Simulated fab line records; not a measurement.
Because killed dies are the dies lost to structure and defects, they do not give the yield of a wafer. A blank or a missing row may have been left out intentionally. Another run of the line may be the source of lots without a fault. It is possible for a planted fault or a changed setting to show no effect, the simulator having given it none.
Which tool was responsible?	flow nand_harc	24 lots with 72 wafers sampled at 6 steps, on a route of 1302 steps

## WHAT EACH GAUGE READ, for each wafer
The record lacks any reading of a measuring or inspecting step that a usual standard deviation could be used to judge.

## TOOL THAT RAN EACH LOT (tool first, then ch and the chambers of the sampled wafers, then the start)
lot	NHARC_A_CHANNEL_FILL_D2_ALD_25	NHARC_A_STAIRCASE_DESCUM_11	NHARC_A_STAIRCASE_ETCH_23	NHARC_A_STAIRCASE_TRIM_24	NHARC_A_STAIRCASE_ETCH_25	NHARC_A_STAIRCASE_TRIM_191
L077	ald_hk-03 ch 0,1, day 15 20:32	rie_diel-07 ch 0,2,3, day 16 11:09	rie_diel-07 ch 0,1,2, no start	rie_diel-07 ch 0,1, no start	rie_diel-07 ch 2,3, no start	rie_diel-06 ch 0,1,2, no start
L076	ald_hk-01 ch 1,2,3, day 15 20:32	rie_diel-06 ch 0,1,3, day 16 11:34	rie_diel-06 ch 0,1,3, no start	rie_diel-06 ch 0,2,3, no start	rie_diel-06 ch 1,2,3, no start	rie_diel-07 ch 0,1,2, no start
L075	ald_hk-01 ch 0,3, day 16 00:50	rie_diel-06 ch 1,2,3, day 16 16:35	rie_diel-07 ch 2,3, no start	rie_diel-07 ch 0,1,2, no start	rie_diel-07 ch 0,3, no start	rie_diel-08 ch 0,2,3, no start
L074	ald_hk-03 ch 0,1,2, day 16 03:28	rie_diel-06 ch 1,2, day 16 16:01	rie_diel-06 ch 0,3, no start	rie_diel-06 ch 0,1,2, no start	rie_diel-06 ch 0,1, no start	rie_diel-07 ch 0,1,2, no start
L078	ald_hk-04 ch 0,1,3, day 16 15:53	rie_diel-07 ch 1,2,3, day 17 06:40	rie_diel-07 ch 0,2, no start	rie_diel-07 ch 1,2, no start	rie_diel-07 ch 0,1,2, no start	rie_diel-08 ch 1,3, no start
L079	ald_hk-04 ch 0,1,3, day 17 03:11	rie_diel-07 ch 0,1, day 17 17:22	rie_diel-06 ch 0,1,2, no start	rie_diel-06 ch 0,2, no start	rie_diel-06 ch 0,1,3, no start	rie_diel-06 ch 0,1,3, no start
L080	ald_hk-01 ch 1,2,3, day 17 03:11	rie_diel-06 ch 1,2,3, day 17 17:22	rie_diel-08 ch 0,1, no start	rie_diel-08 ch 0,1, no start	rie_diel-08 ch 0,3, no start	rie_diel-07 ch 2,3, no start
L081	ald_hk-03 ch 0,1,2, day 17 20:22	rie_diel-06 ch 0,1,3, day 18 09:58	rie_diel-06 ch 0,2,3, no start	rie_diel-06 ch 2,3, no start	rie_diel-06 ch 1,2,3, no start	rie_diel-07 ch 0,1, no start
L082	ald_hk-01 ch 0,2, day 18 05:33	rie_diel-08 ch 1,2,3, day 18 20:25	rie_diel-07 ch 0,1,2, no start	rie_diel-07 ch 0,1,3, no start	rie_diel-07 ch 0,1,2, no start	rie_diel-06 ch 2,3, no start
L083	ald_hk-04 ch 0,1,3, day 18 19:04	rie_diel-07 ch 0,1,2, day 19 09:01	rie_diel-06 ch 0,2,3, no start	rie_diel-06 ch 0,1,2, no start	rie_diel-06 ch 0,1,2, no start	rie_diel-06 ch 1,2,3, no start
L085	ald_hk-01 ch 0,2,3, day 19 09:37	rie_diel-08 ch 1,2, day 19 23:37	rie_diel-08 ch 0,2,3, no start	rie_diel-08 ch 1,2,3, no start	rie_diel-08 ch 0,3, no start	rie_diel-07 ch 0,1,2, no start
L084	ald_hk-03 ch 0,1,2, day 19 10:18	rie_diel-08 ch 0,2,3, day 19 23:19	rie_diel-07 ch 0,1,2, no start	rie_diel-07 ch 1,2,3, no start	rie_diel-07 ch 1,2,3, no start	rie_diel-06 ch 0,1,3, no start
L086	ald_hk-01 ch 2,3, day 19 13:06	rie_diel-07 ch 0,2,3, day 20 03:43	rie_diel-08 ch 0,1, no start	rie_diel-08 ch 0,1, no start	rie_diel-08 ch 0,2,3, no start	rie_diel-06 ch 0,3, no start
L087	ald_hk-04 ch 1,2, day 20 00:50	rie_diel-06 ch 1,3, day 20 15:00	rie_diel-06 ch 0,3, no start	rie_diel-06 ch 1,3, no start	rie_diel-06 ch 0,1, no start	rie_diel-06 ch 1,2,3, no start
L089	ald_hk-04 ch 1,2,3, day 21 00:10	rie_diel-08 ch 1,2,3, day 21 15:10	rie_diel-08 ch 0,1,3, no start	rie_diel-08 ch 0,1,2, no start	rie_diel-08 ch 0,1,2, no start	rie_diel-08 ch 0,1,3, no start
L088	ald_hk-03 ch 1,2,3, day 21 04:13	rie_diel-06 ch 1,2,3, day 21 15:24	rie_diel-06 ch 0,1,2, no start	rie_diel-06 ch 0,2,3, no start	rie_diel-06 ch 1,2,3, no start	rie_diel-07 ch 0,2,3, no start
L090	ald_hk-03 ch 0,1,2, day 21 16:00	rie_diel-08 ch 2,3, day 22 06:50	rie_diel-08 ch 0,2,3, no start	rie_diel-08 ch 0,2,3, no start	rie_diel-08 ch 0,2,3, no start	rie_diel-08 ch 0,2, no start
L091	ald_hk-04 ch 0,2,3, day 21 23:54	rie_diel-07 ch 1,2,3, day 22 15:01	rie_diel-07 ch 1,2,3, no start	rie_diel-07 ch 0,1,2, no start	rie_diel-07 ch 1,2,3, no start	rie_diel-06 ch 0,2,3, no start
L093	ald_hk-03 ch 1,2, day 22 16:09	rie_diel-07 ch 0,3, day 23 06:58	rie_diel-07 ch 0,1,3, no start	rie_diel-07 ch 0,1,3, no start	rie_diel-07 ch 1,2, no start	rie_diel-06 ch 2,3, no start
L092	ald_hk-04 ch 2,3, day 22 16:46	rie_diel-06 ch 1,2,3, day 23 07:07	rie_diel-06 ch 1,3, no start	rie_diel-06 ch 1,2, no start	rie_diel-06 ch 0,1,2, no start	rie_diel-07 ch 0,3, no start
L094	ald_hk-03 ch 0,2,3, day 23 16:56	rie_diel-08 ch 0,1,2, day 24 07:57	rie_diel-08 ch 0,1,2, no start	rie_diel-08 ch 0,1,2, no start	rie_diel-08 ch 0,1,3, no start	rie_diel-06 ch 0,1,2, no start
L095	ald_hk-01 ch 0,1,2, day 23 17:33	rie_diel-07 ch 0,1,2, day 24 07:36	rie_diel-07 ch 1,2,3, no start	rie_diel-07 ch 0,1,2, no start	rie_diel-07 ch 0,1,3, no start	rie_diel-07 ch 0,1,2, no start
L096	ald_hk-04 ch 0,1, day 24 01:43	rie_diel-07 ch 2,3, day 24 16:34	rie_diel-08 ch 0,1,3, no start	rie_diel-08 ch 0,2, no start	rie_diel-08 ch 0,2,3, no start	rie_diel-07 ch 0,1,3, no start
L097	ald_hk-03 ch 0,3, day 24 10:39	rie_diel-07 ch 0,1, day 25 01:44	rie_diel-07 ch 0,2, no start	rie_diel-07 ch 0,3, no start	rie_diel-07 ch 1,2,3, no start	rie_diel-06 ch 0,1, no start
- NHARC_A_CHANNEL_FILL_D2_ALD_25: deposits SiOx, target thk 60 nm, pulse time 10 s, ald cycles 600.
- NHARC_A_STAIRCASE_DESCUM_11: chemistry O2, time 3 s.
- NHARC_A_STAIRCASE_ETCH_23: etches the open film in C4F8/O2, target depth 100 nm, time 40.5 s.
- NHARC_A_STAIRCASE_TRIM_24: chemistry O2, time 211.2 s.
- NHARC_A_STAIRCASE_ETCH_25: etches the open film in C4F8/O2, target depth 100 nm, time 40.5 s.
- NHARC_A_STAIRCASE_TRIM_191: chemistry O2, time 211.2 s.

## WHAT THE TOOLS THEMSELVES READ (means of the sampled wafers that have a number; where no wafer has one, the mark that the record gives instead)
NHARC_A_CHANNEL_FILL_D2_ALD_25. Usual: heater_power_w 465 W, standard deviation 32; precursor_pulse_height_rel 1.001, standard deviation 0.02.
lot	tool	heater_power_w (W)	precursor_pulse_height_rel	flag
L077	ald_hk-03	430	1.006	
L076	ald_hk-01	492	1.013	
L075	ald_hk-01	465	0.999	
L074	ald_hk-03	449	0.994	
L078	ald_hk-04	474	0.993	
L079	ald_hk-04	471	1.022	
L080	ald_hk-01	502	1.006	
L081	ald_hk-03	459	1.004	
L082	ald_hk-01	482	0.983	
L083	ald_hk-04	471	1.018	
L085	ald_hk-01	477	1.008	
L084	ald_hk-03	454	1.026	
L086	ald_hk-01	486	1.002	
L087	ald_hk-04	436	0.983	
L089	ald_hk-04	461	0.982	
L088	ald_hk-03	458	1.004	
L090	ald_hk-03	459	1.001	
L091	ald_hk-04	463	0.998	
L093	ald_hk-03	477	0.981	
L092	ald_hk-04	460	0.993	
L094	ald_hk-03	456	1.003	
L095	ald_hk-01	493	1.002	
L096	ald_hk-04	470	1.010	
L097	ald_hk-03	440	1.004	

NHARC_A_STAIRCASE_DESCUM_11. Usual: drypump_motor_current_A 5.6 A, standard deviation 0.45; oes_product_au 0.996 a.u., standard deviation 0.011; rf_vpp_V 57.8 V, standard deviation 0.96; showerhead_plenum_p_Torr 1.92 Torr, standard deviation 0.064; throttle_valve_pct 11.310 %, standard deviation 0.0091.
lot	tool	drypump_motor_current_A (A)	oes_product_au (a.u.)	rf_vpp_V (V)	showerhead_plenum_p_Torr (Torr)	throttle_valve_pct (%)	flag
L077	rie_diel-07	5.6	0.993	58.1	1.97	11.310	
L076	rie_diel-06	5.7	0.996	58.4	1.94	11.300	
L075	rie_diel-06	6.1	0.988	57.9	1.89	11.313	
L074	rie_diel-06	6.0	1.005	57.8	1.89	11.313	
L078	rie_diel-07	5.2	0.997	58.1	1.95	11.311	
L079	rie_diel-07	5.8	0.988	58.3	2.01	11.296	
L080	rie_diel-06	6.1	0.999	57.1	1.88	11.311	
L081	rie_diel-06	5.7	0.995	57.1	1.93	11.309	
L082	rie_diel-08	5.5	1.008	57.4	1.88	11.310	
L083	rie_diel-07	5.4	0.998	59.5	1.99	11.318	
L085	rie_diel-08	5.5	1.016	57.7	1.91	11.305	
L084	rie_diel-08	5.4	0.999	57.9	1.86	11.304	
L086	rie_diel-07	5.5	0.987	59.3	1.96	11.314	
L087	rie_diel-06	5.8	0.997	57.9	1.89	11.306	
L089	rie_diel-08	5.5	1.002	56.2	1.87	11.322	
L088	rie_diel-06	6.1	0.996	57.0	1.87	11.314	
L090	rie_diel-08	5.4	1.005	56.8	1.86	11.309	
L091	rie_diel-07	5.2	1.000	57.5	1.93	11.315	
L093	rie_diel-07	5.8	0.988	57.9	1.97	11.307	
L092	rie_diel-06	6.1	1.002	58.0	1.87	11.301	
L094	rie_diel-08	5.4	0.999	58.1	1.90	11.309	
L095	rie_diel-07	5.5	0.998	58.0	1.98	11.309	
L096	rie_diel-07	5.2	0.993	57.5	1.94	11.311	
L097	rie_diel-07	5.7	0.983	57.9	1.99	11.310	

NHARC_A_STAIRCASE_ETCH_23. Usual: oes_product_au 0.943 a.u., standard deviation 0.012; rf_vpp_V 896 V, standard deviation 4.3.
lot	tool	oes_product_au (a.u.)	rf_vpp_V (V)	flag
L077	rie_diel-07	0.927	900	
L076	rie_diel-06	0.938	897	
L075	rie_diel-07	0.932	896	
L074	rie_diel-06	0.935	898	
L078	rie_diel-07	0.944	901	
L079	rie_diel-06	0.940	897	
L080	rie_diel-08	0.947	897	
L081	rie_diel-06	0.939	896	
L082	rie_diel-07	0.947	899	
L083	rie_diel-06	0.938	897	
L085	rie_diel-08	0.947	893	
L084	rie_diel-07	0.944	901	
L086	rie_diel-08	0.972	896	
L087	rie_diel-06	0.932	900	
L089	rie_diel-08	0.953	894	
L088	rie_diel-06	0.949	897	
L090	rie_diel-08	0.941	893	
L091	rie_diel-07	0.935	898	
L093	rie_diel-07	0.942	897	
L092	rie_diel-06	0.953	893	
L094	rie_diel-08	0.955	895	
L095	rie_diel-07	0.945	897	
L096	rie_diel-08	0.958	894	
L097	rie_diel-07	0.938	900	

NHARC_A_STAIRCASE_TRIM_24. Usual: drypump_motor_current_A 5.6 A, standard deviation 0.45; oes_product_au 0.997 a.u., standard deviation 0.011; rf_vpp_V 57.8 V, standard deviation 0.86; showerhead_plenum_p_Torr 3.54 Torr, standard deviation 0.12; throttle_valve_pct 17.036 %, standard deviation 0.0099.
lot	tool	drypump_motor_current_A (A)	oes_product_au (a.u.)	rf_vpp_V (V)	showerhead_plenum_p_Torr (Torr)	throttle_valve_pct (%)	flag
L077	rie_diel-07	5.8	0.990	57.8	3.70	17.040	
L076	rie_diel-06	6.0	0.993	58.6	3.56	17.037	
L075	rie_diel-07	5.5	0.996	57.8	3.67	17.029	
L074	rie_diel-06	5.9	1.000	57.7	3.56	17.045	
L078	rie_diel-07	5.1	0.991	57.5	3.63	17.023	
L079	rie_diel-06	6.3	0.993	57.8	3.53	17.048	
L080	rie_diel-08	5.4	1.000	57.5	3.55	17.037	
L081	rie_diel-06	6.2	0.995	57.6	3.47	17.037	
L082	rie_diel-07	5.5	0.986	58.2	3.60	17.029	
L083	rie_diel-06	5.9	0.995	57.7	3.55	17.035	
L085	rie_diel-08	5.6	0.992	57.3	3.46	17.035	
L084	rie_diel-07	5.2	0.993	57.9	3.57	17.038	
L086	rie_diel-08	5.4	1.000	58.4	3.54	17.035	
L087	rie_diel-06	5.8	1.003	58.2	3.48	17.034	
L089	rie_diel-08	5.4	1.001	58.8	3.52	17.035	
L088	rie_diel-06	6.0	0.995	58.3	3.54	17.038	
L090	rie_diel-08	5.4	1.001	58.2	3.43	17.030	
L091	rie_diel-07	5.5	0.998	58.3	3.65	17.030	
L093	rie_diel-07	5.5	0.989	57.9	3.59	17.046	
L092	rie_diel-06	6.0	1.007	57.6	3.46	17.035	
L094	rie_diel-08	5.4	1.005	56.5	3.51	17.045	
L095	rie_diel-07	5.5	0.999	57.3	3.64	17.039	
L096	rie_diel-08	5.3	1.014	57.1	3.49	17.030	
L097	rie_diel-07	5.6	0.991	58.1	3.53	17.037	

NHARC_A_STAIRCASE_ETCH_25. Usual: oes_product_au 0.939 a.u., standard deviation 0.013; rf_vpp_V 896 V, standard deviation 4.4.
lot	tool	oes_product_au (a.u.)	rf_vpp_V (V)	flag
L077	rie_diel-07	0.936	899	
L076	rie_diel-06	0.942	895	
L075	rie_diel-07	0.920	897	
L074	rie_diel-06	0.955	899	
L078	rie_diel-07	0.929	900	
L079	rie_diel-06	0.929	898	
L080	rie_diel-08	0.916	891	
L081	rie_diel-06	0.941	894	
L082	rie_diel-07	0.940	901	
L083	rie_diel-06	0.942	897	
L085	rie_diel-08	0.959	893	
L084	rie_diel-07	0.945	898	
L086	rie_diel-08	0.936	892	
L087	rie_diel-06	0.925	897	
L089	rie_diel-08	0.952	896	
L088	rie_diel-06	0.946	893	
L090	rie_diel-08	0.941	893	
L091	rie_diel-07	0.943	897	
L093	rie_diel-07	0.931	900	
L092	rie_diel-06	0.942	896	
L094	rie_diel-08	0.953	894	
L095	rie_diel-07	0.928	897	
L096	rie_diel-08	0.956	892	
L097	rie_diel-07	0.937	897	

NHARC_A_STAIRCASE_TRIM_191. Usual: drypump_motor_current_A 5.7 A, standard deviation 0.45; oes_product_au 0.995 a.u., standard deviation 0.011; rf_vpp_V 57.7 V, standard deviation 0.91; showerhead_plenum_p_Torr 3.54 Torr, standard deviation 0.11; throttle_valve_pct 17.036 %, standard deviation 0.0081.
lot	tool	drypump_motor_current_A (A)	oes_product_au (a.u.)	rf_vpp_V (V)	showerhead_plenum_p_Torr (Torr)	throttle_valve_pct (%)	flag
L077	rie_diel-06	5.9	1.001	56.9	3.56	17.041	
L076	rie_diel-07	5.5	0.997	57.5	3.67	17.036	
L075	rie_diel-08	5.4	1.003	58.1	3.46	17.039	
L074	rie_diel-07	5.4	0.990	58.6	3.67	17.034	
L078	rie_diel-08	5.7	1.010	57.4	3.50	17.031	
L079	rie_diel-06	5.7	0.993	57.7	3.57	17.030	
L080	rie_diel-07	5.2	0.994	57.7	3.59	17.034	
L081	rie_diel-07	5.4	0.992	58.1	3.65	17.029	
L082	rie_diel-06	6.4	0.986	57.9	3.46	17.037	
L083	rie_diel-06	6.0	0.986	57.5	3.47	17.043	
L085	rie_diel-07	5.5	0.993	58.1	3.66	17.037	
L084	rie_diel-06	5.7	0.991	58.0	3.56	17.040	
L086	rie_diel-06	5.6	0.988	58.3	3.63	17.038	
L087	rie_diel-06	6.1	0.997	57.8	3.47	17.030	
L089	rie_diel-08	5.5	0.999	57.7	3.46	17.044	
L088	rie_diel-07	5.6	0.986	57.6	3.60	17.034	
L090	rie_diel-08	5.3	1.008	57.9	3.50	17.042	
L091	rie_diel-06	6.0	0.997	56.6	3.53	17.034	
L093	rie_diel-06	6.4	0.988	57.2	3.44	17.039	
L092	rie_diel-07	5.6	0.998	57.3	3.54	17.035	
L094	rie_diel-06	5.9	0.997	57.8	3.52	17.028	
L095	rie_diel-07	5.5	0.985	58.2	3.64	17.042	
L096	rie_diel-07	5.5	0.991	57.6	3.58	17.044	
L097	rie_diel-06	5.6	1.008	57.6	3.54	17.032	

## THE ANSWER, worked out from the rows above alone
Rule: take the mean of a lot's wafers that have a number; if it is more than 3 standard deviations from the usual mean, the lot is off. Also off: a lot with no number at a reading for which 4 or more lots have one. Where the step has rows for the other lots, those lots are counted as sound. First the gauges in route order, then the tools' own readings, where a lot's mean is used as printed above. At the first step where some lot is off, the reading lying furthest off is the one used; lots without a number count as furthest.
Across all readings shown, no lot is off: no conclusion can be drawn from this.

## WHAT THE SIMULATOR PUT IN
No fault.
